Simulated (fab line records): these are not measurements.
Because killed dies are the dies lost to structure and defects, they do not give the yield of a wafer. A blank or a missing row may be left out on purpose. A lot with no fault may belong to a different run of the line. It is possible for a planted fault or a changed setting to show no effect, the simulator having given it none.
The tool behind it: which one? | flow n5 finfet | 30 wafers from 10 lots sampled at 3 of the route's 1938 steps

WHAT EACH GAUGE READ, for each wafer
N5_BEOL_M9_INSPECT_58: inspects for defects (darkfield).
lot  | measured     | on                | raw defect count
L138 | day 9 16:27  | defect inspect-01 | 86 75 52
L139 | day 9 22:22  | defect inspect-01 | 58 70 48
L145 | day 11 14:38 | defect inspect-02 | 392 417 356
L146 | day 12 02:34 | defect inspect-02 | 463 409 473
L151 | day 13 06:40 | defect inspect-02 | 59 73 65
L155 | day 14 16:17 | defect inspect-02 | 103 71 54
L156 | day 14 16:44 | defect inspect-01 | 65 106 89
L161 | day 15 18:59 | defect inspect-01 | 41 122 57
L159 | day 15 21:30 | defect inspect-02 | 82 51 47
L160 | day 15 21:43 | defect inspect-02 | 93 70 72

EACH LOT AND THE TOOL THAT RAN IT (in order: tool; ch and the chambers of the sampled wafers; start)
lot  | N5_BEOL_M9_ANNEAL_51             | N5_BEOL_M9_CMP_52
L138 | rtp anneal-01 ch 0, day 9 15:41  | cmp-02 ch 1,2,3, day 9 16:04
L139 | rtp anneal-01 ch 0, day 9 21:36  | cmp-02 ch 1,2,3, day 9 21:54
L145 | rtp anneal-01 ch 0, day 11 13:58 | cmp-02 ch 0,2,3, day 11 14:13
L146 | rtp anneal-02 ch 0, day 12 01:48 | cmp-02 ch 0,2,3, day 12 02:10
L151 | rtp anneal-01 ch 0, day 13 05:52 | cmp-04 ch 0,1,3, day 13 06:15
L155 | rtp anneal-01 ch 0, day 14 15:32 | cmp-02 ch 0,2, day 14 15:52
L156 | rtp anneal-01 ch 0, day 14 16:01 | cmp-02 ch 0,2,3, day 14 16:17
L161 | rtp anneal-02 ch 0, day 15 18:13 | cmp-04 ch 0,1,2, day 15 18:31
L159 | rtp anneal-02 ch 0, day 15 20:50 | cmp-02 ch 1,2, day 15 21:02
L160 | rtp anneal-01 ch 0, day 15 20:54 | cmp-02 ch 1,3, day 15 21:16
- N5_BEOL_M9_ANNEAL_51: time 90 s.
- N5_BEOL_M9_CMP_52: polishes, stops on SiCOH lowk, t overpolish 7 s, target thk 140 nm.

THE ANSWER, worked out from the rows above alone
Rule: usual is defined by the lots themselves. Put in order of their means at a reading, lots are off if they are a third of the lots or fewer, leave a main group of 4 or more, and stand apart from it by a gap of 3 or more times the standard deviation of the main group's means; of several such gaps the widest counts. If all means in a main group match to the digits the tables above print for the reading, that group is not used. Also off: a lot with no number at a reading for which 4 or more lots have one. The other lots that the step has rows for count as sound.
Off at N5_BEOL_M9_INSPECT_58 (raw defect count): L145, L146. Main group: mean 71, sd 8.9.
If a tool, at a process step before that reading, ran all the lots that are off and no sound lot after the first of them, it fits. Those tools and the gauges at N5_BEOL_M9_INSPECT_58 are tried in the same way. No candidate that was tried fits.

WHAT THE SIMULATOR PUT IN
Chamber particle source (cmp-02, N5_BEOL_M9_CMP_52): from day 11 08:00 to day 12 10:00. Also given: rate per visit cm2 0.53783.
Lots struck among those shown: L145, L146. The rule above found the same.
